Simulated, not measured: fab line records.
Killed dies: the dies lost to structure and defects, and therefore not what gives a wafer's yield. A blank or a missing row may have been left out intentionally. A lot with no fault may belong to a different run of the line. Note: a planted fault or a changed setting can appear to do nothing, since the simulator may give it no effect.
A struck lot beside a sound one    flow nand harc    25 steps out of a route of 1302
Sound: the wafers L422.3, L422.4, L422.5. The struck wafers were L425.1, L425.2, L425.5. Last of all comes the cause.
Order at every step that has rows: each side's tool, ch and its chambers, its first start. Under that, the readings that differ: sound wafers    struck wafers    difference of the means    sigmas: that difference in standard deviations of wafers without a fault.
alike: readings whose means differ by less than 2 such deviations, and words and numbers that are the same on both sides. not compared: withheld readings, readings that some wafer has no value for, bounds like >300 that may hide the same value, and numbers for which the record gives no deviation and whose values overlap.
A row with sigmas, a row that says differs or no value, or rows on one side alone: a step with any of these is where the two part. Numbers that don't overlap but have no deviation are shown without sigmas and don't part them. Lack of a reading on every wafer of one side parts them only where that side has two or more wafers.

first, 1 step without rows for these wafers: NHARC_P_M1_SRD_25.
NHARC_P_M1_INSPECT_27:
  sound on defect inspect-02 at day 8 20:03; struck on defect inspect-01 at day 10 02:40
  alike: raw defect count
NHARC_P_M1_PRE_CLEAN_32: time 12 s.
  sound on pecvd-04 ch 0,1, day 8 20:07; struck on pecvd-01 ch 0,1,2, day 10 02:43
  alike: heater power w
NHARC_P_M1_DEP_33: deposits SiCN, target thk 30 nm.
  sound on pecvd-04 ch 0,1, day 8 20:11; struck on pecvd-01 ch 0,1,2, day 10 02:48
  alike: heater power w
then, 7 steps without rows for these wafers: NHARC_P_M2_DEP_00 (deposits SiOC, target thk 182.5 nm); NHARC_P_M2_DEHYDRATE_01 (time 120 s); NHARC_P_M2_HMDS_02 (time 30 s); NHARC_P_M2_COAT_34 (time 65 s); NHARC_P_M2_COAT_03 (resist thk 90 nm); NHARC_P_M2_SOFTBAKE_04 (time 55 s); NHARC_P_M2_EBR_05.
NHARC_P_M2_EXPOSE_06: exposes mask P M2, target cd 170 nm.
  sound on arfi scanner-02 ch 0, day 8 21:17; struck on arfi scanner-01 ch 0, day 10 03:55
  alike: mask
then, 2 steps without rows for these wafers: NHARC_P_M2_PEB_07 (peb time 65 s); NHARC_P_M2_DEVELOP_08 (develop time 35 s).
NHARC_P_M2_CD_MEAS_09: the cd target is 170 nm.
  sound on cd sem-03 ch 0, day 8 21:26; struck on cd sem-01 ch 0, day 10 04:03
reading     sound              struck             difference  sigmas
cd nm (nm)  168.2 168.6 168.8  194.0 180.7 168.8  +12.6       +13
NHARC_P_M2_OVL_MEAS_10: pitch 340 nm.
  sound on overlay-01 at day 8 21:31; struck on overlay-02 at day 10 04:08
  alike: overlay x nm, overlay y nm
NHARC_P_M2_INSPECT_11:
  sound on defect inspect-02 at day 8 21:33; struck on defect inspect-02 at day 10 04:10
  alike: raw defect count
NHARC_P_M2_DESCUM_14: chemistry O2, time 3 s.
  sound on rie diel-03 ch 1,2, day 8 21:37; struck on rie diel-13 ch 0,2, day 10 04:14
  alike: drypump motor current A, oes product au, rf vpp V, showerhead plenum p Torr, throttle valve pct
  not compared: rf hours counter h, model.P_M2.cd nm
NHARC_P_M2_ETCH_35: etches the open film in N2/H2, target depth 40 nm, overetch 12 nm, time 43.94 s.
  sound on rie diel-03 ch 1,2,3, day 8 21:43; struck on rie diel-13 ch 0,1,3, day 10 04:19
  alike: drypump motor current A, oes product au, rf vpp V, showerhead plenum p Torr, throttle valve pct
  not compared: rf hours counter h
NHARC_P_M2_ETCH_15: etches the open film in C4F8/Ar, target depth 182.5 nm, time 91.2 s.
  sound: rie diel-03 ch 0,1,2; struck: rie diel-13 ch 0,1,2
  alike: oes product au, rf vpp V
  not compared: rf hours counter h
NHARC_P_M2_CD_MEAS_16:
  sound on cd sem-01 at day 8 21:55; struck on cd sem-01 at day 10 04:32
reading     sound              struck             difference  sigmas
cd nm (nm)  169.2 168.4 169.9  193.9 180.1 168.9  +11.8       +9
NHARC_P_M2_STRIP_18: strips in N2/H2.
  sound on rie diel-13 ch 0,2, day 8 21:59; struck on rie diel-05 ch 2,3, day 10 04:39
  alike: drypump motor current A, oes product au, rf vpp V, showerhead plenum p Torr, throttle valve pct
  not compared: rf hours counter h
NHARC_P_M2_ETCH_28: etches the open film in CF4/N2, target depth 30 nm, time 72.99 s.
  sound: rie diel-13 ch 0,3; struck: rie diel-05 ch 0,2
reading                          sound              struck             difference  sigmas
rf vpp V (V)                     314.5 312.1 312.2  316.2 317.5 317.6  +4.2        +2
showerhead plenum p Torr (Torr)  2.54 2.47 2.54     2.76 2.80 2.80     +0.27       +3
  alike: drypump motor current A, oes product au, throttle valve pct
  not compared: rf hours counter h, model.P_M2.cd nm
then, 2 steps without rows for these wafers: NHARC_P_M2_STRIP_19 (strips in post etch residue remover, time 600 s); NHARC_END_SORT_01.

## WHERE THEY PART
First at NHARC_P_M2_CD_MEAS_09; last, within this record, at NHARC_P_M2_ETCH_28.

WHY: the cause the simulator had injected
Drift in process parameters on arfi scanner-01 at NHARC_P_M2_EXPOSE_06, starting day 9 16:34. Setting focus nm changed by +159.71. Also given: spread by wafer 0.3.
